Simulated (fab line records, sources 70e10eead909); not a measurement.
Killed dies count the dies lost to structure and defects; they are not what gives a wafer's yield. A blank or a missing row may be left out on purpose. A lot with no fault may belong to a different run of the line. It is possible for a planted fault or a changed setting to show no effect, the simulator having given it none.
A struck lot beside a sound one :: flow nand_harc :: 40 steps out of a route of 1302
Sound: the wafers L268.2, L268.5, L268.6. Wafers L255.3, L255.4, L255.6 were the ones struck. Last of all comes the cause.
Each step with rows lists, per side, the tool, then ch with its chambers, then its first start. Under that, the readings that differ: sound wafers :: struck wafers :: difference of the means :: sigmas: that difference in standard deviations of wafers without a fault.
alike: same words and numbers on both sides, and readings whose means sit less than 2 such deviations apart. not compared: any withheld reading, any reading some wafer has no value for, any bound like >300 that may hide the same value, and any number with overlapping values for which the record gives no deviation.
A row with sigmas, a row that says differs or no value, or rows on one side alone: a step with any of these is where the two part. Numbers that have no deviation but don't overlap get no sigmas and don't part them. A reading that every wafer of one side lacks parts them only if that side has two wafers or more.

NHARC_A_BONDPAD_THK_MEAS_20: measures by xrf.
  sound on film_metro-02 at day 29 14:35; struck on film_metro-01 at day 25 14:47
  alike: thk_nm
then, 1 step without rows for these wafers: NHARC_A_BONDPAD_SRD_21 (time 30 s, dry time 20 s).
NHARC_A_BONDPAD_INSPECT_23:
  sound on defect_inspect-01 at day 29 14:48; struck on defect_inspect-01 at day 25 14:59
  alike: raw_defect_count
NHARC_HYBRID_BOND_ACTIVATE_00: chemistry N2, time 60 s.
  sound on rie_diel-04 ch 0,3, day 29 14:52; struck on rie_diel-03 ch 0,2,3, day 25 15:04
  alike: drypump_motor_current_A, n2_flow_sccm, oes_product_au, rf_vpp_V, showerhead_plenum_p_Torr
  not compared: rf_hours_counter_h
then, 4 steps without rows for these wafers: NHARC_HYBRID_BOND_PRECLEAN_01 (cleans in DIW, time 300 s); NHARC_HYBRID_BOND_SRD_02 (time 30 s, dry time 20 s); NHARC_HYBRID_BOND_BOND_03; NHARC_HYBRID_BOND_ANNEAL_04 (time 7200 s).
NHARC_HYBRID_BOND_OVL_MEAS_05:
  sound on overlay-01 at day 29 23:37; struck on overlay-01 at day 26 01:34
  alike: overlay_x_nm, overlay_y_nm
NHARC_HYBRID_BOND_INSPECT_06: inspects for defects (ir void).
  sound on defect_inspect-01 at day 29 23:40; struck on defect_inspect-01 at day 26 01:37
reading: raw_defect_count
sound: 61 58 56
struck: 176 156 151
difference: +103
sigmas: +3
NHARC_THIN_TSV_GRIND_00:
  sound on grinder-01 ch 0, day 30 01:13; struck on grinder-01 ch 0, day 26 02:10
  alike: head_pressure_psi, motor_current_A
then, 13 steps without rows for these wafers: NHARC_THIN_TSV_CMP_01 (polishes); NHARC_THIN_TSV_SRD_03; NHARC_THIN_TSV_PRECLEAN_41 (cleans in SC1); NHARC_THIN_TSV_SRD_42; NHARC_THIN_TSV_DEP_43 (deposits SiO2, target thk 1328.5 nm); NHARC_THIN_TSV_DEHYDRATE_04 (time 120 s); NHARC_THIN_TSV_HMDS_05 (time 30 s); NHARC_THIN_TSV_COAT_06; NHARC_THIN_TSV_SOFTBAKE_07 (time 95 s); NHARC_THIN_TSV_EBR_08; NHARC_THIN_TSV_EXPOSE_09 (exposes mask TSV); NHARC_THIN_TSV_PEB_10 (peb time 85 s); NHARC_THIN_TSV_DEVELOP_11 (time 70 s).
NHARC_THIN_TSV_CD_MEAS_12: target cd 1000 nm.
  sound on cd_sem-01 ch 0, day 30 03:34; struck on cd_sem-03 ch 0, day 26 04:10
  alike: cd_nm
then, 3 steps without rows for these wafers: NHARC_THIN_TSV_HARDBAKE_13 (time 80 s); NHARC_THIN_TSV_DESCUM_14 (chemistry O2, time 3 s); NHARC_THIN_TSV_ETCH_44 (etches the open film in CF4/O2, target depth 1594.2 nm, time 797.1 s).
NHARC_THIN_TSV_ETCH_15: target depth 3000 nm, bosch target overetch cycles 2, bosch etch step 2.8 s.
  sound on rie_si-06 ch 2,3, day 30 04:23; struck on rie_si-02 ch 1,2, day 26 04:59
  alike: drypump_motor_current_A
  not compared: rf_hours_counter_h
NHARC_THIN_TSV_CD_MEAS_16:
  sound on cd_sem-01 at day 30 04:31; struck on cd_sem-03 at day 26 05:08
  alike: cd_nm
then, 2 steps without rows for these wafers: NHARC_THIN_TSV_STRIP_45 (strips in O2); NHARC_THIN_TSV_STRIP_46 (strips in post etch residue remover, time 1200 s).
NHARC_THIN_TSV_DEP_47: deposits SiO2, target thk 200 nm.
  sound on pecvd-03 ch 1,2, day 30 05:26; struck on pecvd-03 ch 0,1, day 26 06:01
  alike: chamber_pressure_Torr, mfc_precursor_sccm, throttle_valve_pct
NHARC_THIN_TSV_ETCHBACK_48: etches the open film in C4F8/Ar, target depth 1028.5 nm, time 405.17 s.
  sound on rie_diel-10 ch 0,2,3, day 30 05:52; struck on rie_diel-12 ch 1,3, day 26 06:25
  alike: oes_product_au, rf_vpp_V
  not compared: rf_hours_counter_h
then, 2 steps without rows for these wafers: NHARC_THIN_TSV_STRIP_62 (strips in N2/H2, time 20 s); NHARC_THIN_TSV_DEGAS_49 (time 120 s).
NHARC_THIN_TSV_PRE_CLEAN_50: time 30 s.
  sound on pvd_sputter-01; struck on pvd_sputter-01
  alike: heater_power_w
then, 2 steps without rows for these wafers: NHARC_THIN_TSV_PVD_19 (deposits TaN, target thk 20 nm); NHARC_THIN_TSV_PVD_51 (deposits Cu, target thk 100 nm).
NHARC_END_SORT_01:
  sound on prober-01 ch 0, day 30 18:52; struck on prober-01 ch 0, day 26 20:50
reading: defect_limited_yield (%)
sound: 92.5 92.2 93.8
struck: 0 0 0
difference: -93
sigmas: -34

reading: killed_at_array
sound: 47 45 39
struck: 92 76 79
difference: +39
sigmas: +2

reading: killed_at_other
sound: 1 5 2
struck: 582 594 594
difference: +587
sigmas: +99 or more

reading: killed_dies
sound: 51 53 42
struck: 677 677 677
difference: +628
sigmas: +35

reading: sort_bin_2_pct (%)
sound: 2.4 3.2 1.5
struck: 91.0 91.6 92.9
difference: +89.5
sigmas: +75

reading: sort_n_pass
sound: 626 624 635
struck: 0 0 0
difference: -628
sigmas: -35

reading: sort_rim_yield_pct (%)
sound: 92 90 87
struck: 0 0 0
difference: -90
sigmas: -20

reading: sort_yield_pct (%)
sound: 92.5 92.2 93.8
struck: 0 0 0
difference: -93
sigmas: -34
  alike: killed_at_periphery, killed_open, killed_short, sort_bin_3_pct, sort_bin_4_pct

WHERE THEY PART
Last at NHARC_END_SORT_01 as far as this record goes, first at NHARC_HYBRID_BOND_INSPECT_06.

WHY: what the simulator had put in
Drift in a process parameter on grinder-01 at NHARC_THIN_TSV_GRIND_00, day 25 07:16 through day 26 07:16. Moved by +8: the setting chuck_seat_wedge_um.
